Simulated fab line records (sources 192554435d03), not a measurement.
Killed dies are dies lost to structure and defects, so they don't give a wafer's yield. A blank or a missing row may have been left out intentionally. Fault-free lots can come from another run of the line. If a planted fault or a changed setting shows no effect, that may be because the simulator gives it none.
fab line records + flow n5Finfet
record:
- lots: 5
- wafers: 15
- lastDay: 16
route steps=1938 shown FIN_CUT@161 BEOL_M4@1111 PASSIVATION@1936
lots untouched by any fault: they come from a run of this same line in which no faults occurred
startH: the number of hours between the record's first day and the start of the first shown wafer of the lot + waitH: time in hours since the lot's previous step + " as in the row above + L1.1+2: a single row standing in for several wafers + - value missing, or start not given + * or withheld: withheld + < > ~ a bound
route shown NAME@n: a module of which the file shows steps, and the number in the route of the first + usual: mean/standard deviation taken from wafers without a fault + same: alike in all rows + chamber/n: place in a boat + sites: each site's reading + _std_site: standard deviation of those values + _edge_site: outer sites' mean less inner sites' + radiusMm: how far each site lies from the wafer's centre + mask NAME#n: copy n + behind: tool/chamber where the wafer was last shaped + hold: cause of the lot's hold/its duration in hours/its outcome + device: which transistor (n, p or np) failed to switch + end of line: at the end of the route, the tests of the same wafers + a step given without rows: its recipe and nothing more + killed: dies lost to structure and defects at the first sort, not the wafer's yield + map: shows each die of a wafer: x if killed, . if not, _ if none is there
set.NAME: the setting the step ran with; set.NAME@STEP: the setting that earlier step ran with + model.NAME: the simulator's own value behind a step, which no gauge read
certain route steps with their lots: each step a table, each wafer a row
services: a tool's chamber out of use, with start hour (startH, from the record's first day; less than 0 if before it), hours out, and reason
== steps ==
step: N5_FIN_CUT_PEB_06
recipe:
- pebTempC: 100
- pebTimeS: 60
- resist: CAR-EUV
step: N5_FIN_CUT_DEVELOP_07
recipe:
- developTimeS: 30
- developer: TMAH
- resist: CAR-EUV
- rinseLiquid: surfactantRinse
- dry: airSpin
- devTempC: 23
step: N5_FIN_CUT_DESCUM_13
recipe:
- chemistry: O2
- timeS: 7
- sourcePowerW: 50
- biasPowerW: 20
- pressureMtorr: 20
- rfFrequencyHz: 2.712e+07
- tempC: 40
- resist: CAR-EUV
- o2FlowSccm: 225
step: N5_FIN_CUT_ETCH_30
recipe:
- chemistry: N2/H2
- target: underlayer
- targetDepthA: 130
- maskMaterial: CAR-EUV
- timeS: 10.4
- ionEnergyEv: 200
- pressureMtorr: 30
- sourceW: 840
- biasW: 150
- n2FlowSccm: 200
- h2FlowSccm: 200
- ends: cleared
step: N5_FIN_CUT_ETCH_20
recipe:
- chemistry: CF4
- target: SiARC
- targetDepthA: 260
- maskMaterial: CAR-EUV
- timeS: 43.3
- ionEnergyEv: 80
- pressureMtorr: 40
- sourceW: 545
- biasW: 36
- Ar_flow_sccm: 100
- cf4FlowSccm: 100
- ends: cleared
step: N5_FIN_CUT_ETCH_21
recipe:
- chemistry: N2/H2
- target: SOC
- targetDepthA: 2190
- overetchA: 438
- maskMaterial: SiARC
- tempC: 40
- ionEnergyEv: 100
- biasW: 61
- timeS: 523.5
- pressureMtorr: 30
- sourceW: 850
- n2FlowSccm: 200
- h2FlowSccm: 200
step: N5_FIN_CUT_STRIP_23
recipe:
- chemistry: N2/H2
- tempC: 40
- n2FlowSccm: 200
- h2FlowSccm: 200
- rfFrequencyHz: 6e+07
step: N5_FIN_CUT_STRIP_31
recipe:
- chemistry: N2/H2
- tempC: 40
- n2FlowSccm: 200
- h2FlowSccm: 200
- rfFrequencyHz: 6e+07
step: N5_FIN_CUT_STRIP_24
recipe:
- chemistry: CF4
- resist: SiARC
- powerW: 300
- biasPowerW: 75
- pressureMtorr: 50
- cf4FlowSccm: 150
- rfFrequencyHz: 6e+07
step: N5_FIN_CUT_CUT_ETCH_26
recipe:
- chemistry: CH3F/O2
- target: SiNx
- targetDepthA: 390
- maskMaterial: SOC
- timeS: 55.7
- pressureMtorr: 30
- sourceW: 395
- biasW: 73
- Ar_flow_sccm: 150
- CH3F_flow_sccm: 30
- O2_flow_sccm: 20
- ionEnergyEv: 120
usual:
- CH3F_flow_sccm: 30.01/0.098
- O2_flow_sccm: 20.00/0.055
- drypumpMotorCurrentA: 5.83/0.22
- oesProductAu: 0.77/0.073
- rfVppV: 295/5
- showerheadPlenumPTorr: 1.98/0.072
- throttleValvePct: 16.48/0.17
| lot.wafer | tool       | chamber | startH | waitH | CH3F_flow_sccm | O2_flow_sccm | drypumpMotorCurrentA | oesProductAu | rfHoursCounterH | rfVppV | showerheadPlenumPTorr | throttleValvePct | model.SOC_of_FIN_CUT_COAT_18.thkNm |
|-----------|------------|---------|--------|-------|----------------|--------------|----------------------|--------------|-----------------|--------|-----------------------|------------------|------------------------------------|
| L595.2    | rieDiel-05 | 1       | 51.35  | 0.0   | 29.81          | 19.95        | 5.66                 | 0.71         | 202             | 291    | 1.99                  | 16.42            | 213.4                              |
| L595.4    | "          | 3       | "      | "     | 30.04          | 20.00        | 6.00                 | 0.78         | 112             | 294    | 1.94                  | 16.54            | 212.4                              |
| L595.6    | "          | 0       | "      | "     | 30.07          | 20.01        | 5.81                 | 0.72         | -               | 295    | 1.99                  | 16.73            | 212.8                              |
| L607.1    | rieDiel-03 | 1       | 123.63 | 0.0   | -              | -            | -                    | -            | -               | -      | -                     | -                | 231.2                              |
| L607.3    | "          | 3       | "      | "     | -              | -            | -                    | -            | -               | -      | -                     | -                | 231.2                              |
| L607.4    | "          | 2       | "      | "     | -              | -            | -                    | -            | -               | -      | -                     | -                | 231.8                              |
| L608.2    | rieDiel-05 | 2       | 129.50 | 0.0   | -              | -            | -                    | -            | -               | -      | -                     | -                | 230.8                              |
| L608.3    | "          | 0       | "      | "     | -              | -            | -                    | -            | -               | -      | -                     | -                | 231                                |
| L608.6    | "          | 0       | "      | "     | -              | -            | -                    | -            | -               | -      | -                     | -                | 231.8                              |
| L609.3    | rieDiel-04 | 0       | 136.83 | 0.0   | -              | -            | -                    | -            | -               | -      | -                     | -                | 230.4                              |
| L609.4    | "          | 1       | "      | "     | -              | -            | -                    | -            | -               | -      | -                     | -                | 230.2                              |
| L609.6    | "          | 3       | "      | "     | -              | -            | -                    | -            | -               | -      | -                     | -                | 230                                |
| L612.4    | rieDiel-03 | 1       | 153.64 | 0.0   | 29.99          | 20.00        | 5.55                 | 0.77         | 164             | 294    | 1.92                  | 16.48            | 213                                |
| L612.5    | "          | 3       | "      | "     | 30.06          | 19.93        | 5.80                 | 0.69         | -               | 301    | 1.90                  | 16.55            | 212.2                              |
| L612.6    | "          | 2       | "      | "     | 30.11          | 20.11        | 5.70                 | 0.76         | -               | 305    | 2.08                  | 16.44            | 213.4                              |
step: N5_FIN_CUT_CUT_ETCH_27
recipe:
- chemistry: CHF3/O2
- target: SiO2
- targetDepthA: 40
- maskMaterial: SOC
- overetchA: 20
- timeS: 4.9
- pressureMtorr: 30
- sourceW: 650
- biasW: 170
- Ar_flow_sccm: 200
- CHF3_flow_sccm: 50
- O2_flow_sccm: 5
- ionEnergyEv: 200
step: N5_FIN_CUT_PRECLEAN_35
recipe:
- timeS: 13.3
- tempC: 45
- pressureTorr: 125
- pHfTorr: 3
- pCoreactantTorr: 25
- chemistry: vHF
step: N5_FIN_CUT_CUT_ETCH_15
recipe:
- chemistry: HBr/Cl2/O2
- target: Si
- targetDepthA: 1000
- btTimeS: 10
- maskMaterial: SOC
- timeS: 42.4
- ionEnergyEv: *
- biasW: *
- pressureMtorr: 10
- icpW: 800
- HBr_flow_sccm: 150
- Cl2_flow_sccm: 80
- O2_flow_sccm: 12
step: N5_FIN_CUT_CUT_ETCH_28
recipe:
- chemistry: HBr/Cl2/O2
- target: Si
- targetDepthA: 60
- maskMaterial: SOC
- timeS: 2.4
- ionEnergyEv: *
- biasW: *
- pressureMtorr: 10
- icpW: 800
- HBr_flow_sccm: 150
- Cl2_flow_sccm: 80
- O2_flow_sccm: 12
usual:
- HBr_flow_sccm: 150.0/0.46
- O2_flow_sccm: 12.00/0.039
- drypumpMotorCurrentA: 5.6/0.41
- oesProductAu: 0.999/0.013
- throttleValvePct: 37.21/0.28
| lot.wafer | tool     | chamber | startH | waitH | HBr_flow_sccm | O2_flow_sccm | drypumpMotorCurrentA | oesProductAu | rfHoursCounterH | throttleValvePct | model.SOC_of_FIN_CUT_COAT_18.thkNm |
|-----------|----------|---------|--------|-------|---------------|--------------|----------------------|--------------|-----------------|------------------|------------------------------------|
| L595.2    | rieSi-06 | 0       | 51.60  | 0.0   | 150.9         | 12.06        | 5.5                  | 1.011        | 7               | 37.10            | 169.8                              |
| L595.4    | "        | 1       | "      | "     | 150.4         | 11.98        | 5.6                  | 1.015        | -               | 37.33            | 169.6                              |
| L595.6    | "        | 2       | "      | "     | 150.3         | 11.96        | 5.7                  | 1.002        | -               | 37.64            | 169.8                              |
| L607.1    | rieSi-03 | 2       | 123.88 | 0.0   | 150.0         | 12.08        | 5.7                  | 0.990        | 38              | 37.02            | 186.8                              |
| L607.3    | "        | 1       | "      | "     | 149.9         | 11.91        | 5.0                  | 1.009        | 33              | 37.49            | 187                                |
| L607.4    | "        | 3       | "      | "     | 150.0         | 12.02        | 6.1                  | 1.002        | 3               | 36.54            | 188.8                              |
| L608.2    | rieSi-02 | 0       | 129.75 | 0.0   | 149.6         | 12.10        | 5.2                  | 1.003        | 154             | 36.79            | 188.2                              |
| L608.3    | "        | 2       | "      | "     | 151.0         | 12.00        | 5.0                  | 1.007        | 103             | 37.22            | 188                                |
| L608.6    | "        | 0       | "      | "     | 150.2         | 12.07        | 5.2                  | 0.990        | -               | 36.78            | 189.4                              |
| L609.3    | rieSi-03 | 0       | 137.08 | 0.0   | 150.0         | 12.02        | 6.3                  | 0.986        | 179             | 36.96            | 188.8                              |
| L609.4    | "        | 2       | "      | "     | 149.4         | 11.94        | 5.7                  | 0.988        | 39              | 37.03            | 186.4                              |
| L609.6    | "        | 2       | "      | "     | 149.9         | 11.99        | 5.7                  | 1.000        | -               | 37.01            | 185.8                              |
| L612.4    | rieSi-06 | 0       | 153.89 | 0.0   | 150.6         | 11.98        | 5.5                  | 1.001        | 9               | 37.11            | 169                                |
| L612.5    | "        | 3       | "      | "     | 149.6         | 12.00        | 6.3                  | 0.996        | -               | 37.28            | 168.8                              |
| L612.6    | "        | 0       | "      | "     | 150.3         | 12.01        | 5.5                  | 1.003        | -               | 37.11            | 169.4                              |
step: N5_FIN_CUT_STRIP_22
recipe:
- chemistry: N2/H2
- powerW: 500
- tempC: 40
- pressureMtorr: 50
- rfFrequencyHz: 6e+07
- overashFraction: 0.3
- biasPowerW: 8
- h2Frac: 0.5
- n2FlowSccm: 300
- h2FlowSccm: 300
step: N5_BEOL_M4_RC_MEAS_101
usual:
- DIBL_N: 36.8/1.5
- DIBL_P: 37.1/2.1
- IOFF_N: 0.168/0.03
- IOFF_P: 0.22/0.034
- ION_N: 679/12
- ION_P: 466/8
- SS_N: 71.7/0.58
- SS_P: 73.5/0.67
- VT_N: 248.8/2.7
- VT_P: -250/3.3
| lot.wafer | tool      | chamber | startH | waitH | DIBL_N[mV/V] | DIBL_P[mV/V] | IOFF_N[nA/um] | IOFF_P[nA/um] | ION_N[uA/um] | ION_P[uA/um] | SS_N[mV/dec] | SS_P[mV/dec] | VT_N[mV] | VT_P[mV] |
|-----------|-----------|---------|--------|-------|--------------|--------------|---------------|---------------|--------------|--------------|--------------|--------------|----------|----------|
| L595.2    | prober-02 | 0       | 179.72 | 0.2   | 37.0         | 38.1         | 0.181         | 0.24          | 689          | 472          | 72.0         | 73.5         | 247.1    | -250     |
| L595.4    | "         | 0       | "      | "     | 35.9         | 37.1         | 0.148         | 0.22          | 671          | 464          | 71.5         | 73.0         | 252.6    | -250     |
| L595.6    | "         | 0       | "      | "     | 38.3         | 39.8         | 0.207         | 0.27          | 684          | 472          | 72.3         | 73.8         | 245.8    | -246     |
| L612.4    | prober-02 | 0       | 288.60 | 0.5   | 36.9         | 36.6         | 0.165         | 0.21          | 680          | 469          | 71.8         | 73.4         | 248.8    | -255     |
| L612.5    | "         | 0       | "      | "     | 37.2         | 37.0         | 0.182         | 0.23          | 697          | 481          | 72.4         | 73.6         | 250.4    | -249     |
| L612.6    | "         | 0       | "      | "     | 40.1         | 41.3         | 0.252         | 0.31          | 699          | 473          | 73.1         | 74.5         | 243.5    | -246     |
step: N5_PASSIVATION_PROBE_49
usual:
- defectLimitedYield: 91.0/1.5
- killed_at_M0_to_M3: 34/11
- killed_at_M4_up: 14/5.3
- killedAtContacts: 13/7
- killedAtFrontEnd: 41/13
- killedAtOther: 4/3.1
- killedDies: 106/17
- killedOnRim: 14/3.9
- killedOpen: 70/12
- killedShort: 35/8
- sort_bin_5_function: 5.2/0.98
- sort_bin_6_memory: 3.4/0.69
- sortNPass: 1074/17
- sortYieldPct: 91.0/1.5
same:
- grossDies: 1180
- killedAtBackSide: 0
- sort_bin_4_leakage[%]: 0
- sort_bin_8_speed[%]: 0
| lot.wafer | tool      | chamber | startH | waitH | defectLimitedYield[%] | killed_at_M0_to_M3 | killed_at_M4_up | killedAtContacts | killedAtFrontEnd | killedAtOther | killedDies | killedOnRim | killedOpen | killedShort | sort_bin_5_function[%] | sort_bin_6_memory[%] | sortNPass | sortYieldPct[%] |
|-----------|-----------|---------|--------|-------|-----------------------|--------------------|-----------------|------------------|------------------|---------------|------------|-------------|------------|-------------|------------------------|----------------------|-----------|-----------------|
| L607.1    | prober-02 | -       | 368.21 | 0.0   | 0                     | 34                 | 16              | 11               | 1116             | 3             | 1180       | 152         | 68         | 29          | 96.9                   | 3.0                  | 0         | 0               |
| L607.3    | prober-02 | -       | 368.31 | 0.1   | 0                     | 35                 | 10              | 11               | 1120             | 4             | 1180       | 152         | 71         | 46          | 96.1                   | 3.6                  | 0         | 0               |
| L607.4    | prober-02 | -       | 368.36 | 0.2   | 0                     | 40                 | 9               | 9                | 1116             | 6             | 1180       | 152         | 69         | 32          | 96.8                   | 3.1                  | 0         | 0               |
| L608.2    | prober-02 | -       | 377.21 | 0.1   | 0                     | 38                 | 14              | 16               | 1111             | 1             | 1180       | 152         | 59         | 41          | 95.5                   | 3.6                  | 0         | 0               |
| L608.3    | prober-02 | -       | 377.26 | 0.1   | 0                     | 32                 | 7               | 16               | 1123             | 2             | 1180       | 152         | 61         | 23          | 96.6                   | 3.1                  | 0         | 0               |
| L608.6    | prober-02 | -       | 377.41 | 0.3   | 0                     | 41                 | 11              | 19               | 1107             | 2             | 1180       | 152         | 72         | 33          | 96.0                   | 3.6                  | 0         | 0               |
| L609.3    | prober-02 | -       | 392.72 | 0.1   | 0                     | 41                 | 18              | 19               | 1091             | 11            | 1180       | 152         | 69         | 55          | 95.3                   | 4.1                  | 0         | 0               |
| L609.4    | prober-02 | -       | 392.77 | 0.2   | 0                     | 27                 | 15              | 5                | 1129             | 4             | 1180       | 152         | 71         | 41          | 95.2                   | 4.7                  | 0         | 0               |
| L609.6    | prober-02 | -       | 392.87 | 0.3   | 0                     | 34                 | 16              | 9                | 1112             | 9             | 1180       | 152         | 69         | 39          | 95.6                   | 4.1                  | 0         | 0               |
killed by level:class
L607.1 FIN_CUT:areaEtch=1082 BEOL_M3:geometricParticle:open=12 MOL_CONTACT_COAG:geometricParticle:open=11 BEOL_M2:geometricParticle:open=9 BEOL_M4:geometricParticle:open=9 FIN_SAQP:geometricParticle:open=6 STARTING-WAFER:geometricParticle:short=6 FIN_SAQP:geometricParticle:short=3
L607.3 FIN_CUT:areaEtch=1063 FIN_SAQP:geometricParticle:short=12 MOL_CONTACT_COAG:geometricParticle:open=10 FIN_SAQP:geometricParticle:open=9 BEOL_M0_SAQP:geometricParticle:open=9 GATE_CUT:geometricParticle:short=7 BEOL_M3:geometricParticle:open=6 BEOL_M1:geometricParticle:open=5
L607.4 FIN_CUT:areaEtch=1079 BEOL_M2:geometricParticle:open=14 FIN_SAQP:geometricParticle:open=9 BEOL_M3:geometricParticle:open=9 STI_FIN_REVEAL:geometricParticle:open=8 MOL_CONTACT_COAG:geometricParticle:open=6 BEOL_M0_SAQP:geometricParticle:open=6 DUMMY_GATE:geometricParticle:open=4
L608.2 FIN_CUT:areaEtch=1080 MOL_CONTACT_COAG:geometricParticle:open=14 BEOL_M2:geometricParticle:open=14 FIN_SAQP:geometricParticle:short=12 BEOL_M0_SAQP:geometricParticle:open=5 BEOL_M3:geometricParticle:open=5 BEOL_M4:geometricParticle:open=5 BEOL_M4:geometricParticle:short=5
L608.3 FIN_CUT:areaEtch=1096 MOL_CONTACT_COAG:geometricParticle:open=15 BEOL_M2:geometricParticle:open=15 BEOL_M4:geometricParticle:open=5 FIN_SAQP:geometricParticle:short=4 STI_FIN_REVEAL:geometricParticle:open=4 GATE_CUT:geometricParticle:short=4 BEOL_M2:geometricParticle:short=4
L608.6 FIN_CUT:areaEtch=1075 MOL_CONTACT_COAG:geometricParticle:open=17 BEOL_M2:geometricParticle:open=12 BEOL_M0_SAQP:geometricParticle:short=7 BEOL_M2:geometricParticle:short=6 BEOL_M0:geometricParticle:open=6 STARTING-WAFER:geometricParticle:open=6 FIN_SAQP:geometricParticle:short=5
L609.3 FIN_CUT:areaEtch=1053 MOL_CONTACT_COAG:geometricParticle:open=12 BEOL_M0_SAQP:geometricParticle:short=10 BEOL_M0_SAQP:geometricParticle:open=10 FIN_SAQP:geometricParticle:short=7 MOL_CONTACT_COAG:geometricParticle:short=7 STI_FIN_REVEAL:geometricParticle:open=6 BEOL_M1:geometricParticle:open=6
L609.4 FIN_CUT:areaEtch=1067 STI_FIN_REVEAL:geometricParticle:open=28 STI_FIN_REVEAL:geometricParticle:short=10 BEOL_M0_SAQP:geometricParticle:short=8 BEOL_M3:geometricParticle:open=8 GATE_CUT:geometricParticle:short=7 FIN_SAQP:geometricParticle:open=5 BEOL_M0:geometricParticle:open=5
L609.6 FIN_CUT:areaEtch=1072 STI_FIN_REVEAL:geometricParticle:open=16 BEOL_M0_SAQP:geometricParticle:short=14 MOL_CONTACT_COAG:geometricParticle:open=8 BEOL_M2:geometricParticle:open=8 STI_FIN_REVEAL:geometricParticle:short=5 GATE_CUT:geometricParticle:open=5 GATE_CUT:geometricParticle:short=4
map L607.1 (x killed, . not)
_________________xxxxxxxxxxxx________________
______________xxxxxxxxxxxxxxxxxx_____________
___________xxxxxxxxxxxxxxxxxxxxxxxx__________
__________xxxxxxxxxxxxxxxxxxxxxxxxxx_________
________xxxxxxxxxxxxxxxxxxxxxxxxxxxxxx_______
_______xxxxxxxxxxxxxxxxxxxxxxxxxxxxxxxx______
______xxxxxxxxxxxxxxxxxxxxxxxxxxxxxxxxxx_____
_____xxxxxxxxxxxxxxxxxxxxxxxxxxxxxxxxxxxx____
____xxxxxxxxxxxxxxxxxxxxxxxxxxxxxxxxxxxxxx___
___xxxxxxxxxxxxxxxxxxxxxxxxxxxxxxxxxxxxxxxx__
___xxxxxxxxxxxxxxxxxxxxxxxxxxxxxxxxxxxxxxxx__
__xxxxxxxxxxxxxxxxxxxxxxxxxxxxxxxxxxxxxxxxxx_
__xxxxxxxxxxxxxxxxxxxxxxxxxxxxxxxxxxxxxxxxxx_
_xxxxxxxxxxxxxxxxxxxxxxxxxxxxxxxxxxxxxxxxxxxx
_xxxxxxxxxxxxxxxxxxxxxxxxxxxxxxxxxxxxxxxxxxxx
_xxxxxxxxxxxxxxxxxxxxxxxxxxxxxxxxxxxxxxxxxxxx
_xxxxxxxxxxxxxxxxxxxxxxxxxxxxxxxxxxxxxxxxxxxx
_xxxxxxxxxxxxxxxxxxxxxxxxxxxxxxxxxxxxxxxxxxxx
_xxxxxxxxxxxxxxxxxxxxxxxxxxxxxxxxxxxxxxxxxxxx
_xxxxxxxxxxxxxxxxxxxxxxxxxxxxxxxxxxxxxxxxxxxx
_xxxxxxxxxxxxxxxxxxxxxxxxxxxxxxxxxxxxxxxxxxxx
__xxxxxxxxxxxxxxxxxxxxxxxxxxxxxxxxxxxxxxxxxx_
__xxxxxxxxxxxxxxxxxxxxxxxxxxxxxxxxxxxxxxxxxx_
___xxxxxxxxxxxxxxxxxxxxxxxxxxxxxxxxxxxxxxxx__
___xxxxxxxxxxxxxxxxxxxxxxxxxxxxxxxxxxxxxxxx__
____xxxxxxxxxxxxxxxxxxxxxxxxxxxxxxxxxxxxxx___
_____xxxxxxxxxxxxxxxxxxxxxxxxxxxxxxxxxxxx____
______xxxxxxxxxxxxxxxxxxxxxxxxxxxxxxxxxx_____
_______xxxxxxxxxxxxxxxxxxxxxxxxxxxxxxxx______
________xxxxxxxxxxxxxxxxxxxxxxxxxxxxxx_______
__________xxxxxxxxxxxxxxxxxxxxxxxxxx_________
___________xxxxxxxxxxxxxxxxxxxxxxxx__________
______________xxxxxxxxxxxxxxxxxx_____________
_________________xxxxxxxxxxxx________________
map L608.2 (x killed, . not)
_________________xxxxxxxxxxxx________________
______________xxxxxxxxxxxxxxxxxx_____________
___________xxxxxxxxxxxxxxxxxxxxxxxx__________
__________xxxxxxxxxxxxxxxxxxxxxxxxxx_________
________xxxxxxxxxxxxxxxxxxxxxxxxxxxxxx_______
_______xxxxxxxxxxxxxxxxxxxxxxxxxxxxxxxx______
______xxxxxxxxxxxxxxxxxxxxxxxxxxxxxxxxxx_____
_____xxxxxxxxxxxxxxxxxxxxxxxxxxxxxxxxxxxx____
____xxxxxxxxxxxxxxxxxxxxxxxxxxxxxxxxxxxxxx___
___xxxxxxxxxxxxxxxxxxxxxxxxxxxxxxxxxxxxxxxx__
___xxxxxxxxxxxxxxxxxxxxxxxxxxxxxxxxxxxxxxxx__
__xxxxxxxxxxxxxxxxxxxxxxxxxxxxxxxxxxxxxxxxxx_
__xxxxxxxxxxxxxxxxxxxxxxxxxxxxxxxxxxxxxxxxxx_
_xxxxxxxxxxxxxxxxxxxxxxxxxxxxxxxxxxxxxxxxxxxx
_xxxxxxxxxxxxxxxxxxxxxxxxxxxxxxxxxxxxxxxxxxxx
_xxxxxxxxxxxxxxxxxxxxxxxxxxxxxxxxxxxxxxxxxxxx
_xxxxxxxxxxxxxxxxxxxxxxxxxxxxxxxxxxxxxxxxxxxx
_xxxxxxxxxxxxxxxxxxxxxxxxxxxxxxxxxxxxxxxxxxxx
_xxxxxxxxxxxxxxxxxxxxxxxxxxxxxxxxxxxxxxxxxxxx
_xxxxxxxxxxxxxxxxxxxxxxxxxxxxxxxxxxxxxxxxxxxx
_xxxxxxxxxxxxxxxxxxxxxxxxxxxxxxxxxxxxxxxxxxxx
__xxxxxxxxxxxxxxxxxxxxxxxxxxxxxxxxxxxxxxxxxx_
__xxxxxxxxxxxxxxxxxxxxxxxxxxxxxxxxxxxxxxxxxx_
___xxxxxxxxxxxxxxxxxxxxxxxxxxxxxxxxxxxxxxxx__
___xxxxxxxxxxxxxxxxxxxxxxxxxxxxxxxxxxxxxxxx__
____xxxxxxxxxxxxxxxxxxxxxxxxxxxxxxxxxxxxxx___
_____xxxxxxxxxxxxxxxxxxxxxxxxxxxxxxxxxxxx____
______xxxxxxxxxxxxxxxxxxxxxxxxxxxxxxxxxx_____
_______xxxxxxxxxxxxxxxxxxxxxxxxxxxxxxxx______
________xxxxxxxxxxxxxxxxxxxxxxxxxxxxxx_______
__________xxxxxxxxxxxxxxxxxxxxxxxxxx_________
___________xxxxxxxxxxxxxxxxxxxxxxxx__________
______________xxxxxxxxxxxxxxxxxx_____________
_________________xxxxxxxxxxxx________________
== services ==
| tool       | chamber | startH | hours | kind          |
|------------|---------|--------|-------|---------------|
| rieSi-06   | 3       | 49.82  | -     | clean         |
| rieSi-06   | 3       | 49.82  | 17.7  | scheduledDown |
| rieSi-06   | 3       | 49.82  | 17.7  | ventCycle     |
| rieSi-02   | 2       | 84.14  | 7.9   | repair        |
| rieSi-02   | -       | 84.27  | 2.8   | pm            |
| rieSi-06   | 2       | 87.00  | 6.3   | repair        |
| rieDiel-05 | -       | 97.29  | 2.8   | pm            |
| rieSi-03   | 3       | 101.59 | 13.9  | repair        |
== key ==
firstSign:
- step: N5_FIN_CUT_CUT_ETCH_26
- reading: toolRecord
- direction: missing
effect:
- step: N5_PASSIVATION_PROBE_49
- reading: sort_bin_5_function
- direction: up
- sigmas: 93
- usual: 5.2
- struck: 96.0
modelEffect:
- step: N5_FIN_CUT_CUT_ETCH_26
- value: SOC_of_FIN_CUT_COAT_18.thkNm
- without: 212.4
- struck: 230.9
modelEffect:
- step: N5_FIN_CUT_CUT_ETCH_28
- value: SOC_of_FIN_CUT_COAT_18.thkNm
- without: 169.1
- struck: 187.7
moreKillsBornAt:
- N5_FIN_CUT_CUT_ETCH_26@rieDiel-05: 3251
- N5_FIN_CUT_CUT_ETCH_26@rieDiel-03: 3224
- N5_FIN_CUT_CUT_ETCH_26@rieDiel-04: 3192
metAt N5_FIN_CUT_CUT_ETCH_26
struckWafers L607.1,L607.3,L607.4,L608.2,L608.3,L608.6,L609.3,L609.4,L609.6
laterRowsLeftOut L607.1,L607.3,L607.4,L608.2,L608.3,L608.6,L609.3,L609.4,L609.6
onsetBetween 51.35 123.63
fault:
- kind: skippedStepWhole
- tool: rieDiel-03,rieDiel-04,rieDiel-05
- chamber: -
- onsetH: 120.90
- steps: N5_FIN_CUT_CUT_ETCH_26
- scope: struckLotsOnly
laterRowsLeftOut: the simulator's readings of these wafers behind a module that went badly wrong aren't trusted and aren't shown, but for the sort
